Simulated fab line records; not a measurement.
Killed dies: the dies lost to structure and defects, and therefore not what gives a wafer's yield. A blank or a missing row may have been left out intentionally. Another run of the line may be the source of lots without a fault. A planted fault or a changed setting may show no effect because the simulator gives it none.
Which tool is to blame? / flow n5_finfet / 41 wafers from 14 lots sampled at 4 of the route's 1938 steps

== WHAT EACH GAUGE READ, for each wafer ==
The record holds no reading of a measuring or inspecting step that can be judged against a usual standard deviation.

== WHAT TOOL EACH LOT RAN ON (gives the tool, then ch and the chambers of the sampled wafers, and finally the start) ==
lot=L781; N5_GATE_CUT_CUT_ETCH_54=rie_metal-01 ch 0,1, day 4 14:48; N5_GATE_CUT_VAPOR_ETCH_51=rie_metal-01 ch 0,1, day 4 14:59; N5_GATE_CUT_CMP_43=cmp-04 ch 0,1, day 4 17:41; N5_MOL_CONTACT_COAG_PEB_06=litho_track-01 ch 0, day 4 18:40
lot=L782; N5_GATE_CUT_CUT_ETCH_54=rie_metal-03 ch 0,1, day 4 17:36; N5_GATE_CUT_VAPOR_ETCH_51=rie_metal-03 ch 0,1, day 4 17:47; N5_GATE_CUT_CMP_43=cmp-03 ch 0,1,3, day 4 19:53; N5_MOL_CONTACT_COAG_PEB_06=litho_track-02 ch 0, day 4 20:52
lot=L783; N5_GATE_CUT_CUT_ETCH_54=rie_metal-03 ch 1, day 4 23:05; N5_GATE_CUT_VAPOR_ETCH_51=rie_metal-03 ch 1, day 4 23:16; N5_GATE_CUT_CMP_43=cmp-01 ch 0,1, day 5 02:23; N5_MOL_CONTACT_COAG_PEB_06=litho_track-02 ch 0, day 5 03:27
lot=L786; N5_GATE_CUT_CUT_ETCH_54=rie_metal-02 ch 0,1, day 5 20:56; N5_GATE_CUT_VAPOR_ETCH_51=rie_metal-02 ch 0,1, day 5 21:07; N5_GATE_CUT_CMP_43=cmp-04 ch 1,3, day 5 23:13; N5_MOL_CONTACT_COAG_PEB_06=litho_track-02 ch 0, day 6 00:13
lot=L787; N5_GATE_CUT_CUT_ETCH_54=rie_metal-02 ch 0,1, day 6 04:02; N5_GATE_CUT_VAPOR_ETCH_51=rie_metal-02 ch 0,1, day 6 04:13; N5_GATE_CUT_CMP_43=cmp-04 ch 1,2,3, day 6 06:52; N5_MOL_CONTACT_COAG_PEB_06=litho_track-02 ch 0, day 6 07:39
lot=L788; N5_GATE_CUT_CUT_ETCH_54=rie_metal-01 ch 0, day 6 06:30; N5_GATE_CUT_VAPOR_ETCH_51=rie_metal-01 ch 0, day 6 06:41; N5_GATE_CUT_CMP_43=cmp-03 ch 0,3, day 6 08:43; N5_MOL_CONTACT_COAG_PEB_06=litho_track-04, day 6 09:40
lot=L789; N5_GATE_CUT_CUT_ETCH_54=rie_metal-01 ch 0,1, day 6 16:22; N5_GATE_CUT_VAPOR_ETCH_51=rie_metal-01 ch 0,1, day 6 16:33; N5_GATE_CUT_CMP_43=cmp-03 ch 0,1,3, day 6 18:52; N5_MOL_CONTACT_COAG_PEB_06=litho_track-02, day 6 19:51
lot=L795; N5_GATE_CUT_CUT_ETCH_54=rie_metal-01 ch 0, day 7 23:29; N5_GATE_CUT_VAPOR_ETCH_51=rie_metal-01 ch 0, day 7 23:51; N5_GATE_CUT_CMP_43=cmp-04 ch 1,2,3, day 8 02:02; N5_MOL_CONTACT_COAG_PEB_06=litho_track-02 ch 0, day 8 02:54
lot=L796; N5_GATE_CUT_CUT_ETCH_54=rie_metal-03 ch 0,1, day 8 06:19; N5_GATE_CUT_VAPOR_ETCH_51=rie_metal-03 ch 0,1, day 8 06:29; N5_GATE_CUT_CMP_43=cmp-03 ch 0,1,3, day 8 08:44; N5_MOL_CONTACT_COAG_PEB_06=litho_track-04 ch 0, day 8 09:34
lot=L797; N5_GATE_CUT_CUT_ETCH_54=rie_metal-02 ch 0,1, day 8 11:04; N5_GATE_CUT_VAPOR_ETCH_51=rie_metal-02 ch 0,1, day 8 11:15; N5_GATE_CUT_CMP_43=cmp-04 ch 0,1,3, day 8 13:35; N5_MOL_CONTACT_COAG_PEB_06=litho_track-04 ch 0, day 8 14:42
lot=L799; N5_GATE_CUT_CUT_ETCH_54=rie_metal-01 ch 0,1, day 8 23:59; N5_GATE_CUT_VAPOR_ETCH_51=rie_metal-01 ch 0,1, day 9 00:10; N5_GATE_CUT_CMP_43=cmp-03 ch 2,3, day 9 02:13; N5_MOL_CONTACT_COAG_PEB_06=litho_track-01 ch 0, day 9 03:10
lot=L800; N5_GATE_CUT_CUT_ETCH_54=rie_metal-03 ch 0,1, day 9 09:05; N5_GATE_CUT_VAPOR_ETCH_51=rie_metal-03 ch 0,1, day 9 09:16; N5_GATE_CUT_CMP_43=cmp-04 ch 0,1,3, day 9 11:26; N5_MOL_CONTACT_COAG_PEB_06=litho_track-04 ch 0, day 9 12:20
lot=L801; N5_GATE_CUT_CUT_ETCH_54=rie_metal-03 ch 0,1, day 9 13:25; N5_GATE_CUT_VAPOR_ETCH_51=rie_metal-03 ch 0,1, day 9 13:35; N5_GATE_CUT_CMP_43=cmp-01 ch 0,3, day 9 15:41; N5_MOL_CONTACT_COAG_PEB_06=litho_track-01 ch 0, day 9 16:33
lot=L804; N5_GATE_CUT_CUT_ETCH_54=rie_metal-01 ch 0,1, day 10 12:59; N5_GATE_CUT_VAPOR_ETCH_51=rie_metal-01 ch 0,1, day 10 13:08; N5_GATE_CUT_CMP_43=cmp-01 ch 0,1, day 10 15:28; N5_MOL_CONTACT_COAG_PEB_06=litho_track-04 ch 0, day 10 16:13
- N5_GATE_CUT_CUT_ETCH_54: etches TiN in Cl2/BCl3, target depth 96.7 nm.
- N5_GATE_CUT_VAPOR_ETCH_51: etches HfO2 in BCl3/Cl2.
- N5_GATE_CUT_CMP_43: polishes SiO2.
- N5_MOL_CONTACT_COAG_PEB_06: peb time 60 s.

== WHAT THE TOOLS THEMSELVES READ (means of the sampled wafers that have a number; where no wafer has one, the mark that the record gives instead) ==
N5_GATE_CUT_CUT_ETCH_54. Usual: drypump_motor_current_A 5.8 A, standard deviation 0.41; etch_rf_on_time_s 37.5 s, standard deviation 1; mfc_cl2_sccm 53.25 sccm, standard deviation 0.18; oes_product_au 0.71 a.u., standard deviation 0.088; throttle_valve_pct 22.11 %, standard deviation 0.19.
lot=L781; tool=rie_metal-01; drypump_motor_current_A (A)=5.6; etch_rf_on_time_s (s)=37.0; mfc_cl2_sccm (sccm)=53.17; oes_product_au (a.u.)=0.59; throttle_valve_pct (%)=22.16; flag=
lot=L782; tool=rie_metal-03; drypump_motor_current_A (A)=5.4; etch_rf_on_time_s (s)=37.0; mfc_cl2_sccm (sccm)=53.18; oes_product_au (a.u.)=0.74; throttle_valve_pct (%)=22.14; flag=
lot=L783; tool=rie_metal-03; drypump_motor_current_A (A)=5.6; etch_rf_on_time_s (s)=36.3; mfc_cl2_sccm (sccm)=53.37; oes_product_au (a.u.)=0.59; throttle_valve_pct (%)=22.50; flag=
lot=L786; tool=rie_metal-02; drypump_motor_current_A (A)=6.3; etch_rf_on_time_s (s)=38.6; mfc_cl2_sccm (sccm)=53.43; oes_product_au (a.u.)=0.77; throttle_valve_pct (%)=21.98; flag=
lot=L787; tool=rie_metal-02; drypump_motor_current_A (A)=6.3; etch_rf_on_time_s (s)=38.1; mfc_cl2_sccm (sccm)=53.40; oes_product_au (a.u.)=0.77; throttle_valve_pct (%)=21.96; flag=
lot=L788; tool=rie_metal-01; drypump_motor_current_A (A)=5.8; etch_rf_on_time_s (s)=36.8; mfc_cl2_sccm (sccm)=53.23; oes_product_au (a.u.)=0.69; throttle_valve_pct (%)=22.05; flag=
lot=L789; tool=rie_metal-01; drypump_motor_current_A (A)=5.8; etch_rf_on_time_s (s)=37.0; mfc_cl2_sccm (sccm)=53.18; oes_product_au (a.u.)=0.63; throttle_valve_pct (%)=22.11; flag=
lot=L795; tool=rie_metal-01; drypump_motor_current_A (A)=5.9; etch_rf_on_time_s (s)=36.8; mfc_cl2_sccm (sccm)=53.26; oes_product_au (a.u.)=0.68; throttle_valve_pct (%)=22.06; flag=
lot=L796; tool=rie_metal-03; drypump_motor_current_A (A)=5.5; etch_rf_on_time_s (s)=36.6; mfc_cl2_sccm (sccm)=53.16; oes_product_au (a.u.)=0.64; throttle_valve_pct (%)=22.33; flag=
lot=L797; tool=rie_metal-02; drypump_motor_current_A (A)=6.1; etch_rf_on_time_s (s)=38.6; mfc_cl2_sccm (sccm)=53.23; oes_product_au (a.u.)=0.75; throttle_valve_pct (%)=22.04; flag=
lot=L799; tool=rie_metal-01; drypump_motor_current_A (A)=5.8; etch_rf_on_time_s (s)=36.0; mfc_cl2_sccm (sccm)=53.16; oes_product_au (a.u.)=0.74; throttle_valve_pct (%)=22.04; flag=
lot=L800; tool=rie_metal-03; drypump_motor_current_A (A)=5.4; etch_rf_on_time_s (s)=37.0; mfc_cl2_sccm (sccm)=53.30; oes_product_au (a.u.)=0.71; throttle_valve_pct (%)=22.17; flag=
lot=L801; tool=rie_metal-03; drypump_motor_current_A (A)=5.4; etch_rf_on_time_s (s)=37.5; mfc_cl2_sccm (sccm)=53.32; oes_product_au (a.u.)=0.70; throttle_valve_pct (%)=22.17; flag=
lot=L804; tool=rie_metal-01; drypump_motor_current_A (A)=5.7; etch_rf_on_time_s (s)=36.4; mfc_cl2_sccm (sccm)=53.27; oes_product_au (a.u.)=0.74; throttle_valve_pct (%)=22.05; flag=

N5_GATE_CUT_VAPOR_ETCH_51. Usual: drypump_motor_current_A 5.8 A, standard deviation 0.41; oes_product_au 0.79 a.u., standard deviation 0.11.
lot=L781; tool=rie_metal-01; drypump_motor_current_A (A)=5.7; oes_product_au (a.u.)=0.64; flag=
lot=L782; tool=rie_metal-03; drypump_motor_current_A (A)=5.4; oes_product_au (a.u.)=0.82; flag=
lot=L783; tool=rie_metal-03; drypump_motor_current_A (A)=5.6; oes_product_au (a.u.)=0.65; flag=
lot=L786; tool=rie_metal-02; drypump_motor_current_A (A)=6.3; oes_product_au (a.u.)=0.87; flag=
lot=L787; tool=rie_metal-02; drypump_motor_current_A (A)=6.3; oes_product_au (a.u.)=0.86; flag=
lot=L788; tool=rie_metal-01; drypump_motor_current_A (A)=5.8; oes_product_au (a.u.)=0.75; flag=
lot=L789; tool=rie_metal-01; drypump_motor_current_A (A)=5.7; oes_product_au (a.u.)=0.69; flag=
lot=L795; tool=rie_metal-01; drypump_motor_current_A (A)=5.9; oes_product_au (a.u.)=0.74; flag=
lot=L796; tool=rie_metal-03; drypump_motor_current_A (A)=5.5; oes_product_au (a.u.)=0.72; flag=
lot=L797; tool=rie_metal-02; drypump_motor_current_A (A)=6.1; oes_product_au (a.u.)=0.84; flag=
lot=L799; tool=rie_metal-01; drypump_motor_current_A (A)=5.7; oes_product_au (a.u.)=0.82; flag=
lot=L800; tool=rie_metal-03; drypump_motor_current_A (A)=5.4; oes_product_au (a.u.)=0.79; flag=
lot=L801; tool=rie_metal-03; drypump_motor_current_A (A)=5.4; oes_product_au (a.u.)=0.79; flag=
lot=L804; tool=rie_metal-01; drypump_motor_current_A (A)=5.7; oes_product_au (a.u.)=0.82; flag=

N5_GATE_CUT_CMP_43. Usual: motor_current_A reads 11.9 A (standard deviation 1.2).
lot=L781; tool=cmp-04; motor_current_A (A)=11.4; flag=
lot=L782; tool=cmp-03; motor_current_A (A)=11.5; flag=
lot=L783; tool=cmp-01; motor_current_A (A)=12.6; flag=
lot=L786; tool=cmp-04; motor_current_A (A)=13.3; flag=
lot=L787; tool=cmp-04; motor_current_A (A)=13.4; flag=
lot=L788; tool=cmp-03; motor_current_A (A)=11.5; flag=
lot=L789; tool=cmp-03; motor_current_A (A)=11.6; flag=
lot=L795; tool=cmp-04; motor_current_A (A)=13.3; flag=
lot=L796; tool=cmp-03; motor_current_A (A)=11.8; flag=
lot=L797; tool=cmp-04; motor_current_A (A)=12.7; flag=
lot=L799; tool=cmp-03; motor_current_A (A)=10.9; flag=
lot=L800; tool=cmp-04; motor_current_A (A)=12.1; flag=
lot=L801; tool=cmp-01; motor_current_A (A)=11.4; flag=
lot=L804; tool=cmp-01; motor_current_A (A)=12.3; flag=

N5_MOL_CONTACT_COAG_PEB_06. Usual: chill_plate_temp_C 23.02 C, standard deviation 0.096; exhaust_pa 45.0 Pa, standard deviation 0.88.
lot=L781; tool=litho_track-01; chill_plate_temp_C (C)=23.07; exhaust_pa (Pa)=46.0; flag=
lot=L782; tool=litho_track-02; chill_plate_temp_C (C)=23.06; exhaust_pa (Pa)=45.4; flag=
lot=L783; tool=litho_track-02; chill_plate_temp_C (C)=23.04; exhaust_pa (Pa)=44.9; flag=
lot=L786; tool=litho_track-02; chill_plate_temp_C (C)=22.97; exhaust_pa (Pa)=44.6; flag=
lot=L787; tool=litho_track-02; chill_plate_temp_C (C)=22.97; exhaust_pa (Pa)=44.5; flag=
lot=L788; tool=litho_track-04; chill_plate_temp_C (C)=-; exhaust_pa (Pa)=-; flag=OFF
lot=L789; tool=litho_track-02; chill_plate_temp_C (C)=-; exhaust_pa (Pa)=-; flag=OFF
lot=L795; tool=litho_track-02; chill_plate_temp_C (C)=23.12; exhaust_pa (Pa)=45.4; flag=
lot=L796; tool=litho_track-04; chill_plate_temp_C (C)=23.04; exhaust_pa (Pa)=45.1; flag=
lot=L797; tool=litho_track-04; chill_plate_temp_C (C)=23.01; exhaust_pa (Pa)=44.8; flag=
lot=L799; tool=litho_track-01; chill_plate_temp_C (C)=23.06; exhaust_pa (Pa)=45.2; flag=
lot=L800; tool=litho_track-04; chill_plate_temp_C (C)=23.00; exhaust_pa (Pa)=45.1; flag=
lot=L801; tool=litho_track-01; chill_plate_temp_C (C)=22.98; exhaust_pa (Pa)=44.8; flag=
lot=L804; tool=litho_track-04; chill_plate_temp_C (C)=23.02; exhaust_pa (Pa)=46.2; flag=

== THE ANSWER, worked out from the rows above alone ==
Rule: take the mean of a lot's wafers that have a number; if it is more than 3 standard deviations from the usual mean, the lot is off. A lot without any number at a reading at which 4 lots or more have one is off too. The other lots that the step has rows for count as sound. Order of review: gauges by route order, followed by the tools' own readings, for which a lot's mean as printed above is used. The first step at which some lot is off is used, and at that step the reading that is off furthest; a lot without a number counts as furthest.
Off, at N5_MOL_CONTACT_COAG_PEB_06 on chill_plate_temp_C: L788, L789. Without a number there: L788, L789.
If a tool, at that step or one of the process steps before it, ran each lot that is off and ran no sound lot following the first of them, it fits. None of those tried fits.

== WHAT THE SIMULATOR PUT IN ==
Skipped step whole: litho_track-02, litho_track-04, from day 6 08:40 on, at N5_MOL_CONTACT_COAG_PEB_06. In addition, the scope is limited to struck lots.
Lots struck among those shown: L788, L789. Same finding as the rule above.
